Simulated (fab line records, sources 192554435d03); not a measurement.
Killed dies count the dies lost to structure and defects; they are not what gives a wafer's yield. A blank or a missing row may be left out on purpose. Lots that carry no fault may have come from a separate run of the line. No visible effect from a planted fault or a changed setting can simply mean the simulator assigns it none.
Which tool did it?    flow n5-finfet    9 lots with 24 wafers sampled at 5 steps, on a route of 1938 steps

== WHAT THE GAUGES READ, wafer by wafer ==
N5_BEOL_M2_CD_MEAS_35: target cd 18 nm, target cd y 22.2 nm. Usual: cd-nm at 18.0 nm, with a standard deviation of 0.43.
lot   measured      on         cd-nm (nm)      flag
L507  day 7 23:56   cd-sem-02  18.6 18.4 17.9  
L509  day 8 07:20   cd-sem-02  18.2 17.6 18.1  
L512  day 8 10:34   cd-sem-02  17.4 17.7       
L513  day 8 15:31   cd-sem-01  17.6 17.7       
L514  day 8 22:11   cd-sem-01  18.2 18.3 18.0  
L516  day 10 06:52  cd-sem-03  18.7 17.8       
L523  day 11 10:12  cd-sem-01  18.5 18.4 18.4  
L525  day 12 09:54  cd-sem-03  18.0 18.6 18.6  
L528  day 12 21:28  cd-sem-03  17.7 18.4 17.5  

N5_BEOL_M4_RC_MEAS_101. Usual: DIBL_N 36.0 mV/V, standard deviation 1.7; DIBL_P 36.2 mV/V, standard deviation 2.3; IOFF_N 0.16 nA/um, standard deviation 0.03; IOFF_P 0.21 nA/um, standard deviation 0.036; ION_N 679 uA/um, standard deviation 11; ION_P 465 uA/um, standard deviation 7.1; SS_N 71.4 mV/dec, standard deviation 0.58; SS_P 73.3 mV/dec, standard deviation 0.75; VT_N 249 mV, standard deviation 3.1; VT_P -251 mV, standard deviation 3.5.
lot   measured      on         DIBL_N (mV/V)   DIBL_P (mV/V)   IOFF_N (nA/um)  IOFF_P (nA/um)  ION_N (uA/um)  ION_P (uA/um)  SS_N (mV/dec)   SS_P (mV/dec)   VT_N (mV)    VT_P (mV)       flag
L507  day 9 03:38   prober-01  35.6 35.3 34.7  34.1 33.5 32.8  0.13 0.13 0.12  0.19 0.18 0.17  674 663 664    466 456 458    70.8 70.8 70.5  73.0 74.0 72.7  251 251 250  -250 -252 -253  
L509  day 9 14:35   prober-01  34.5 35.3 32.5  36.6 36.7 32.8  0.17 0.18 0.12  0.26 0.25 0.18  682 685 666    477 473 460    70.6 71.1 70.1  72.9 72.7 71.6  245 245 253  -245 -245 -249  
L512  day 9 22:29   prober-01  34.2 36.1       34.3 35.9       0.13 0.17       0.19 0.21       670 683        454 465        71.1 72.0       73.6 73.6       251 249      -250 -251       
L513  day 9 18:01   prober-01  37.9 38.0       40.0 40.4       0.17 0.19       0.19 0.20       677 688        452 453        72.1 72.6       74.2 74.5       251 248      -259 -258       
L514  day 10 14:33  prober-01  35.2 36.2 35.6  36.6 37.4 35.9  0.13 0.15 0.14  0.20 0.22 0.18  650 667 665    455 455 458    71.3 71.1 71.6  74.1 72.5 73.0  254 251 254  -251 -250 -254  
L516  day 11 10:43  prober-01  33.8 33.5       34.2 33.8       0.14 0.14       0.20 0.19       687 684        469 473        71.0 70.9       72.1 73.0       248 249      -251 -251       
L523  day 12 16:13  prober-02  39.7 36.6 36.5  41.2 37.7 37.4  0.23 0.15 0.15  0.28 0.22 0.20  703 672 681    477 469 469    72.0 71.9 71.9  73.9 73.8 72.5  244 249 249  -247 -250 -250  
L525  day 13 18:41  prober-02  36.4 37.2 38.1  37.7 38.2 39.5  0.16 0.18 0.20  0.22 0.23 0.25  681 680 699    469 464 476    71.8 71.8 71.8  73.6 74.4 74.7  249 249 245  -251 -252 -249  
L528  day 14 04:23  prober-01  37.0 36.6 38.6  37.6 37.2 39.7  0.16 0.17 0.20  0.22 0.22 0.27  687 683 688    469 462 470    71.7 71.3 72.0  73.4 73.8 74.9  250 247 245  -251 -252 -249  

== WHAT TOOL EACH LOT RAN ON (gives the tool, then ch and the chambers of the sampled wafers, and finally the start) ==
lot   N5_BEOL_M2_ETCHBACK_99              N5_BEOL_M2_STRIP_36                 N5_BEOL_M2_TRENCH_ETCH_37
L507  rie-diel-05 ch 0,2,3, day 7 23:23   rie-diel-05 ch 0,2,3, day 7 23:35   rie-diel-05 ch 0,2,3, day 7 23:37
L509  rie-diel-01 ch 0,1,3, day 8 06:47   rie-diel-01 ch 0,1,3, day 8 06:59   rie-diel-01 ch 0,1,3, day 8 07:01
L512  rie-diel-01 ch 0,3, day 8 10:01     rie-diel-01 ch 0,3, day 8 10:13     rie-diel-01 ch 0,3, day 8 10:16
L513  rie-diel-06 ch 0,2, day 8 14:51     rie-diel-06 ch 0,2, day 8 15:03     rie-diel-06 ch 0,2, day 8 15:05
L514  rie-diel-06 ch 1,2,3, day 8 21:37   rie-diel-06 ch 1,2,3, day 8 21:50   rie-diel-06 ch 1,2,3, day 8 21:52
L516  rie-diel-06 ch 0,3, day 10 06:19    rie-diel-06 ch 0,3, day 10 06:31    rie-diel-06 ch 0,3, day 10 06:34
L523  rie-diel-06 ch 0,1, day 11 09:39    rie-diel-06 ch 0,1, day 11 09:51    rie-diel-06 ch 0,1, day 11 09:53
L525  rie-diel-06 ch 1,2,3, day 12 09:21  rie-diel-06 ch 1,2,3, day 12 09:33  rie-diel-06 ch 1,2,3, day 12 09:35
L528  rie-diel-01 ch 0,1,2, day 12 20:55  rie-diel-01 ch 0,1,2, day 12 21:07  rie-diel-01 ch 0,1,2, day 12 21:10
- N5_BEOL_M2_ETCHBACK_99: etches SiO2 in CHF3, target depth 5 nm, time 10.4 s.
- N5_BEOL_M2_STRIP_36: strips in N2/H2.
- N5_BEOL_M2_TRENCH_ETCH_37: etches SiOC in C4F6/O2, target depth 55.555 nm, time 29.2 s.

== AS READ BY THE TOOLS THEMSELVES (means over the sampled wafers that have a number; for cases with no such wafer, the mark the record gives instead) ==
N5_BEOL_M2_ETCHBACK_99. Usual: drypump-motor-current-A 5.6 A, standard deviation 0.42; oes_f_703_au 0.81 a.u., standard deviation 0.082; oes-product-au 0.81 a.u., standard deviation 0.085; rf-vpp-V 241 V, standard deviation 4.7; showerhead-plenum-p-Torr 2.16 Torr, standard deviation 0.062; throttle-valve-pct 17.02 %, standard deviation 0.19.
lot   tool         drypump-motor-current-A (A)  oes_f_703_au (a.u.)  oes-product-au (a.u.)  rf-vpp-V (V)  showerhead-plenum-p-Torr (Torr)  throttle-valve-pct (%)  flag
L507  rie-diel-05  5.9                          0.79                 0.78                   239           2.16                             17.03                   
L509  rie-diel-01  5.7                          0.80                 0.80                   239           2.19                             17.08                   
L512  rie-diel-01  5.5                          0.78                 0.78                   240           2.20                             17.06                   
L513  rie-diel-06  5.3                          0.80                 0.80                   242           2.20                             17.00                   
L514  rie-diel-06  5.5                          0.85                 0.85                   243           2.17                             16.97                   
L516  rie-diel-06  5.2                          0.84                 0.83                   243           2.17                             17.10                   
L523  rie-diel-06  5.9                          0.71                 0.69                   237           2.07                             17.23                   
L525  rie-diel-06  5.5                          0.80                 0.80                   243           2.16                             17.02                   
L528  rie-diel-01  5.5                          0.84                 0.83                   240           2.17                             16.96                   

N5_BEOL_M2_STRIP_36. Usual: drypump-motor-current-A is 5.6 A with standard deviation 0.42, h2-flow-sccm is 200.0 sccm with standard deviation 0.6, n2-flow-sccm is 200.0 sccm with standard deviation 0.64, oes-product-au is 0.81 a.u. with standard deviation 0.082, rf-vpp-V is 59.2 V with standard deviation 1.4, showerhead-plenum-p-Torr is 2.55 Torr with standard deviation 0.078, and throttle-valve-pct is 23.68 % with standard deviation 0.21.
lot   tool         drypump-motor-current-A (A)  h2-flow-sccm (sccm)  n2-flow-sccm (sccm)  oes-product-au (a.u.)  rf-vpp-V (V)  showerhead-plenum-p-Torr (Torr)  throttle-valve-pct (%)  flag
L507  rie-diel-05  5.9                          199.6                199.9                0.78                   59.6          2.56                             23.65                   
L509  rie-diel-01  5.7                          200.2                199.9                0.80                   58.6          2.57                             23.57                   
L512  rie-diel-01  5.5                          199.3                200.4                0.78                   59.9          2.58                             23.58                   
L513  rie-diel-06  5.3                          200.5                200.4                0.79                   58.6          2.62                             23.81                   
L514  rie-diel-06  5.6                          200.7                199.6                0.84                   58.8          2.56                             23.64                   
L516  rie-diel-06  5.2                          199.9                199.9                0.83                   59.5          2.56                             23.83                   
L523  rie-diel-06  5.9                          200.1                199.5                0.70                   60.4          2.44                             23.97                   
L525  rie-diel-06  5.5                          200.4                199.9                0.80                   59.5          2.55                             23.69                   
L528  rie-diel-01  5.5                          199.8                199.8                0.82                   58.4          2.55                             23.54                   

N5_BEOL_M2_TRENCH_ETCH_37. Usual: C4F6_flow_sccm 10.00 sccm, standard deviation 0.031; bias-w 185.0 W, standard deviation 0.54; drypump-motor-current-A 5.6 A, standard deviation 0.42; oes_f_703_au 0.81 a.u., standard deviation 0.085; oes-product-au 0.81 a.u., standard deviation 0.084; rf-vpp-V 666 V, standard deviation 13; showerhead-plenum-p-Torr 2.86 Torr, standard deviation 0.078; throttle-valve-pct 20.82 %, standard deviation 0.19.
lot   tool         C4F6_flow_sccm (sccm)  bias-w (W)  drypump-motor-current-A (A)  oes_f_703_au (a.u.)  oes-product-au (a.u.)  rf-vpp-V (V)  showerhead-plenum-p-Torr (Torr)  throttle-valve-pct (%)  flag
L507  rie-diel-05  9.99                   185.5       5.9                          0.79                 0.79                   662           2.86                             20.82                   
L509  rie-diel-01  10.01                  185.1       5.7                          0.81                 0.80                   661           2.90                             20.87                   
L512  rie-diel-01  9.98                   184.6       5.5                          0.79                 0.78                   660           2.90                             20.85                   
L513  rie-diel-06  10.01                  185.1       5.3                          0.80                 0.80                   670           2.91                             20.76                   
L514  rie-diel-06  10.00                  184.9       5.5                          0.84                 0.84                   671           2.87                             20.77                   
L516  rie-diel-06  9.99                   184.7       5.2                          0.84                 0.82                   673           2.88                             20.91                   
L523  rie-diel-06  10.00                  193.8       5.8                          0.71                 0.70                   679           2.74                             21.00                   OFF
L525  rie-diel-06  10.00                  193.3       5.5                          0.80                 0.81                   695           2.86                             20.83                   OFF
L528  rie-diel-01  10.00                  184.7       5.5                          0.85                 0.82                   665           2.87                             20.77                   

== THE ANSWER, worked out from the rows above alone ==
Rule: a lot is off if the mean of its wafers that have a number lies more than 3 standard deviations from the usual mean. A lot without any number at a reading at which 4 lots or more have one is off too. Any other lot the step has rows for is counted as sound. The gauges are gone through in route order, then the tools' own readings, and for those a lot's mean is taken as printed above. The first step at which some lot is off is used, and at that step the reading that is off furthest; a lot without a number counts as furthest.
Off at N5_BEOL_M2_TRENCH_ETCH_37 (bias-w): L523, L525.
If a tool, at that step or one of the process steps before it, ran each lot that is off and ran no sound lot following the first of them, it fits. One fits: rie-diel-06 at N5_BEOL_M2_ETCHBACK_99 and N5_BEOL_M2_STRIP_36 and N5_BEOL_M2_TRENCH_ETCH_37. At N5_BEOL_M2_ETCHBACK_99 its last sound lot is L516 (day 10 06:19), its first lot that is off L523 (day 11 09:39): a fault that began between those two fits.

== WHAT HAD BEEN PUT IN BY THE SIMULATOR ==
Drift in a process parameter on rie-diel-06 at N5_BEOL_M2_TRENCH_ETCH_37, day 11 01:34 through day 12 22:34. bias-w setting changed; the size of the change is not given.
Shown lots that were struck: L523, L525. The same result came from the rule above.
